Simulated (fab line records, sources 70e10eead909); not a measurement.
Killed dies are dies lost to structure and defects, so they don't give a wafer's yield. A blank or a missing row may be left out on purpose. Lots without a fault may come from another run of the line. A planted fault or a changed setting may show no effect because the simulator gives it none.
Problem report in the 8D (eight disciplines) form, filled by code | flow nand_harc | the parts of the form that need people (team, actions taken, sign-off) are left out

1. THE PROBLEM
killed_at_other at NHARC_END_SORT_01 reads a mean of 71.3 on 6 wafers of 2 lots; wafers without a fault read 0.8 with a standard deviation of 1.2. That is +59 standard deviations from the usual mean.
First seen on wafer L733.1, day 27 07:34, on prober-02. The record holds 39 wafers of 13 lots with a number at this step. Rule for "out", or "out of limits": more than 4 standard deviations from the usual mean. The other wafers with a number count as sound.

2. WHAT IT IS AND WHAT IT IS NOT
question                    | is                     | is not
which readings at this step | killed_at_other        | killed_at_periphery, killed_short
which lots                  | L733, L734             | L727, L728, L739, L740, L741, L745, L746, L747, L748, L749, L750
which wafers of those lots  | all that have a number | -
read on which gauges        | prober-02              | prober-01
when                        | from day 27 07:34      | up to then (6 sound wafers); but 27 sound wafers of L739, L740, L741, L745, L746, L747, L748, L749, L750 came after

3. SUSPECTS, AND WHAT RULES EACH OUT
Counting: a tool at a process step up to the reading stays a suspect if it ran every lot that is out and no sound lot after the first of them.
- the gauge at NHARC_END_SORT_01: kept. All the wafers that are out were read on prober-02, and no step on other tools shows them out.
- rie_diel-01 at NHARC_THIN_TSV_ETCHBACK_48 (etches the open film in C4F8/Ar, target depth 1028.5 nm, time 405.17 s): ruled out as a lasting fault. Sound lots L740, L741, L746, L750 ran on it after its first lot that is out, L733 (day 26 17:48).
Left after counting: prober-02 at NHARC_END_SORT_01.

4. THE CAUSE (what the simulator had put in)
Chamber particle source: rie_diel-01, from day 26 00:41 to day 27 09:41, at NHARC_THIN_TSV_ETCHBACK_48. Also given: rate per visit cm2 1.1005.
Counting ruled it out, wrongly: the rule takes a fault to strike every lot that its tool runs from its start on, and this one did not.

5. THE CHAIN OF EFFECTS, in route order
Each row: a reading whose mean over the struck wafers that have a number lies more than 3 standard deviations from the usual. Only readings for which the record gives a usual standard deviation are gone through. hours: the time from each lot's start at the first step in this table that gives one to its start at this step, as a median over the lots. sigmas: the change in usual standard deviations.
hours | step              | reading              | usual  | on struck wafers | change | sigmas
0     | NHARC_END_SORT_01 | defect_limited_yield | 90.8 % | 82.4             | -8.4   | -3.8
0     | NHARC_END_SORT_01 | killed_at_other      | 0.8    | 71.3             | +70.5  | +59
0     | NHARC_END_SORT_01 | killed_dies          | 62     | 119              | +57    | +3.8

6. WHAT WOULD HAVE CAUGHT IT SOONER
In this record the first reading out of limits at a measuring or inspecting step was taken at day 27 07:34, 31 hours after the fault began at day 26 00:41.
Of the tool readings at NHARC_THIN_TSV_ETCHBACK_48 for which the record gives a usual standard deviation, none was out on any struck wafer, so an alarm limit of 4 standard deviations on them would not have fired.
